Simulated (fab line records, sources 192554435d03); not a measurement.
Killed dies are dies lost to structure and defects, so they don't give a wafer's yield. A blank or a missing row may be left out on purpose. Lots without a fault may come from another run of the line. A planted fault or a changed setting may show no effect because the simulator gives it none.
Split-lot experiment | flow n5_finfet | 7 lots, 21 wafers read, on a route of 1938 steps

THE SPLIT
At N5_BEOL_M10_PEB_26 (peb time 60 s), the setting peb_time_s was moved away from the recipe's 60 s on 9 of the 21 wafers read, by -17.3% to +17.1%. The other wafers ran this setting at the recipe's value.

FROM THE SPLIT TO THE READING: what the file shows between them, 1 step
- N5_BEOL_M10_DEVELOP_27: develop time 30 s

THE READING
cd_nm, in nm, at N5_BEOL_M10_CD_MEAS_28 (target cd 70 nm). Fault-free wafers of this fab line usually give 70.0 nm, standard deviation 1.1 nm.

wafer  | tool, chamber at the split | peb_time_s as run, s | against the recipe | cd_nm, nm | against lot-mates on the recipe
L074.4 | litho_track-03, 0          | 55.46                | -7.6%              | 68.4      | -1.1
L074.5 | litho_track-03, 0          | 60                   | recipe             | 69.5      | -
L074.6 | litho_track-03, 0          | 55.46                | -7.6%              | 67.1      | -2.4
L080.1 | litho_track-01, 0          | 60                   | recipe             | 70.5      | -
L080.3 | litho_track-01, 0          | 49.6                 | -17.3%             | 60.1      | -10.2
L080.4 | litho_track-01, 0          | 60                   | recipe             | 70.1      | -
L082.1 | litho_track-03, 0          | 70.23                | +17.1%             | 75.7      | +5.1
L082.4 | litho_track-03, 0          | 70.23                | +17.1%             | 75.4      | +4.8
L082.5 | litho_track-03, 0          | 60                   | recipe             | 70.6      | -
L088.1 | litho_track-03, 0          | 60                   | recipe             | 72.7      | -
L088.3 | litho_track-03, 0          | 60                   | recipe             | 72.1      | -
L088.5 | litho_track-03, 0          | 60                   | recipe             | 71.1      | -
L090.2 | litho_track-01, 0          | 67.84                | +13.1%             | 76.8      | no lot-mate on the recipe
L090.5 | litho_track-01, 0          | 67.84                | +13.1%             | 76.5      | no lot-mate on the recipe
L090.6 | litho_track-01, 0          | 67.84                | +13.1%             | 75.7      | no lot-mate on the recipe
L096.2 | litho_track-02, 0          | 60                   | recipe             | 68.4      | -
L096.5 | litho_track-02, 0          | 60                   | recipe             | 69.8      | -
L096.6 | litho_track-02, 0          | 60                   | recipe             | 68.1      | -
L095.2 | litho_track-02, 0          | 60                   | recipe             | 70.6      | -
L095.3 | litho_track-02, 0          | 60                   | recipe             | 69.3      | -
L095.5 | litho_track-02, 0          | 55                   | -8.3%              | 66.0      | -3.9

THE FIT
A straight line over all 21 wafers: cd_nm changes by +0.428 nm for each +1% of peb_time_s; r = +0.94; the points scatter about the line by 1.4 nm.
The same after taking each lot's own level away (the mean of its wafers on the recipe; 18 wafers): +0.378 nm for each +1%; r = +0.93; scatter 1.2 nm.
On that fit, the largest move of peb_time_s shifts the reading by 6.6 nm.
The lots' own levels span 68.77 to 71.97 nm, that is 2.9 times the standard deviation above.
So the lot-to-lot level changes the slope: the two fits differ.
Check: with one of the wafers moved furthest among these (-17.3%) left out of the fit, the line predicts -5.22 nm for it against its lot-mates. It came out at -10.2 nm against them.

OTHER SPLITS ON THESE WAFERS
These wafers also went through other splits before the reading. Each is held against what the fit with the lots' levels taken away leaves over:
other split on the same wafers     | wafers away from the commonest value | r with cd_nm (lot level and that fit taken away)
N5_BEOL_M8_EXPOSE_08 dose_mj       | 7                                    | -0.37
N5_BEOL_M8_DESCUM_33 time_s        | 8                                    | +0.07
N5_BEOL_M8_TRENCH_ETCH_37 source_w | 7                                    | -0.51
N5_BEOL_M9_COAT_75 spin_rpm        | 11                                   | +0.04

THE FILE'S OWN FIT
cd_nm changes by +0.427 nm for each +1% of peb_time_s, r = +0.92.
